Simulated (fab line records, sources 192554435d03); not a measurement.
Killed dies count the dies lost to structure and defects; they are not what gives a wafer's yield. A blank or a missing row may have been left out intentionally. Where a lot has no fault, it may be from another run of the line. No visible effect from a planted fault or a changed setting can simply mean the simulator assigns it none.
Matching of chambers -- flow n5-finfet -- N5_BEOL_M1_ETCH_69 on rie-diel-04 has 4 sister chambers
The step etches SiARC in CF4, target depth 15.6 nm, time 26 s. 18 wafers are shown with their chamber, then 9 later ones without.

WAFERS, EACH WITH ITS CHAMBER
wafer,chamber,showerhead-plenum-p-Torr (Torr),drypump-motor-current-A (A),oes-product-au (a.u.)
L075.2,1,2.27,5.8,0.77
L075.3,0,2.14,5.1,0.67
L075.4,3,2.03,5.7,0.58
L076.1,3,2.03,5.7,0.58
L076.2,0,2.14,5.1,0.67
L076.5,0,2.14,5.1,0.67
L080.2,3,2.02,5.7,0.58
L080.3,0,2.14,5.1,0.66
L080.6,1,2.27,5.8,0.76
L082.2,2,2.28,5.6,0.80
L082.3,1,2.27,5.8,0.75
L082.5,0,2.14,5.1,0.66
L081.1,1,2.27,5.9,0.75
L081.3,0,2.14,5.1,0.66
L081.6,2,2.28,5.6,0.79
L083.1,2,2.28,5.6,0.78
L083.2,0,2.14,5.1,0.65
L083.6,1,2.27,5.8,0.75

SIGNATURES (means of the wafers above)
reading,chamber 0,chamber 1,chamber 2,chamber 3,scatter within a chamber
showerhead-plenum-p-Torr,2.1400,2.2700,2.2800,2.0267,0.00218
drypump-motor-current-A,5.100,5.820,5.600,5.700,0.0239
oes-product-au,0.6629,0.7560,0.7900,0.5800,0.00785
Rule: a wafer's distance from a chamber is the root of the sum, over the readings, of the square of ((its reading less the chamber's mean) divided by the reading's scatter). If the next closest chamber is less than 2 further off than the closest, the wafer can't be placed; otherwise it belongs to the closest. How the scatter is found: for the shown wafers, subtract from each reading the mean of its chamber, square and add these, divide the total by (wafers less chambers), then take the root.

WAFERS WITHOUT THEIR CHAMBER
wafer,showerhead-plenum-p-Torr (Torr),drypump-motor-current-A (A),oes-product-au (a.u.)
L084.2,2.28,5.6,0.78
L084.3,2.27,5.8,0.73
L084.6,2.14,5.1,0.65
L089.1,2.27,5.7,0.80
L089.2,2.26,5.8,0.73
L089.6,2.27,5.7,0.79
L097.1,2.13,5.2,0.64
L097.4,2.13,5.2,0.64
L097.6,2.26,5.8,0.71

CHAMBER TAKEN BY EACH
wafer,from the rows above,in truth
L084.2,2,2
L084.3,1,1
L084.6,0,0
L089.1,can't be placed: 2 or 1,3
L089.2,1,1
L089.6,can't be placed: 2 or 1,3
L097.1,0,0
L097.4,0,0
L097.6,1,1
Correct placement for 7 of the 9. Can't be placed from these rows: 2 (the true chamber is among the candidates in 0). Wrongly placed: 0.
